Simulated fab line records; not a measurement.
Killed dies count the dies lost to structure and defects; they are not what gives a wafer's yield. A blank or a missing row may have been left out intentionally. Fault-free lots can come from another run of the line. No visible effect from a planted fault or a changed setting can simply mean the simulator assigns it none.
Problem report in the 8D (eight disciplines) form, filled by code ; flow n5Finfet ; the parts of the form that need people (team, actions taken, sign-off) are left out

1. THE PROBLEM
Wafers without a fault read 539.8 W, standard deviation 2; rfFwdPowerW at N5_HKMG_FIN_ETCH_54 reads a mean of 862.9 W on 6 wafers belonging to 2 lots. That is +99 or more standard deviations from the usual mean.
The step: etches SiARC in CF4, target depth 45.5 nm, time 75.8 s.
Earliest sighting: wafer L205.2 on rieDiel-03 at day 6 06:59. At this step, 34 wafers from 12 lots have a number in the record. Rule for "out" (also "out of limits"): further than 4 standard deviations from the usual mean. All remaining wafers that have a number are taken as sound.

2. WHAT IT IS, WHAT IT ISN'T
question;is;is not
which readings at this step;rfFwdPowerW, etchRfOnTimeS, rfVppV;drypumpMotorCurrentA, showerheadPlenumPTorr, throttleValvePct
which lots;L205, L207;L197, L199, L201, L202, L203, L204, L214, L215, L216, L219
which wafers of those lots;all that have a number;-
read on which tools;rieDiel-03;rieDiel-01, rieDiel-06
when;from day 6 06:59;"up to then (18 sound wafers); but 10 sound wafers of L214, L215, L216, L219 came after"

3. WHAT RULES OUT EACH SUSPECT
Counting: a tool stays on the suspect list if, at a process step up to the reading, it processed all lots that are out and no sound lot following the first of them.
- aldHk-02 at N5_HKMG_FIN_HK_ALD_01 (deposits HfO2, target thk 1.6 nm, pulse time 3 s, purge time 3 s): kept. It processed each lot that is out, first L205 at day 6 06:00, and no sound lot thereafter; up to then, the last sound lot it processed was L201 at day 4 22:40.
- rieDiel-03 at N5_HKMG_FIN_ETCH_54 (etches SiARC in CF4, target depth 45.5 nm, time 75.8 s): ruled out as a lasting fault. The sound lots L219 went through it after L205, its earliest lot that is out (day 6 06:59).
Remaining after the count: aldHk-02 at N5_HKMG_FIN_HK_ALD_01.

4. THE CAUSE (what the simulator had put in)
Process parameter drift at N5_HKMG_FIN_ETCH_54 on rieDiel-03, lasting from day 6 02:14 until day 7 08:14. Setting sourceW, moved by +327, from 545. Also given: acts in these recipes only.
Counting ruled it out, wrongly.

5. THE CHAIN OF EFFECTS, in route order
Rows list readings where the struck wafers' mean (over those with a number) sits beyond 3 standard deviations from the usual. Readings are gone through only where the record gives a usual standard deviation; hours: the median, over the lots, of the time from a lot's start at the first step in this table giving one to that lot's start at this step; sigmas: the change measured in usual standard deviations.
hours;step;reading;usual;on struck wafers;change;sigmas
0;N5_HKMG_FIN_ETCH_54;etchRfOnTimeS;76.8 s;50.1;-26.7;-9.9
0;N5_HKMG_FIN_ETCH_54;oesProductAu;0.66 a.u.;0.85;+0.19;+3.4
0;N5_HKMG_FIN_ETCH_54;rfFwdPowerW;539.8 W;862.9;+323.1;+99 or more
0;N5_HKMG_FIN_ETCH_54;rfVppV;184.2 V;156.3;-27.9;-25
Here are the process steps it includes:
- N5_HKMG_FIN_ETCH_54: etches SiARC in CF4, target depth 45.5 nm, time 75.8 s.

6. WHAT WOULD HAVE CAUGHT IT SOONER
The fault began at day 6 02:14; the first out-of-limits reading in this record came at day 6 06:59, 5 hours later.
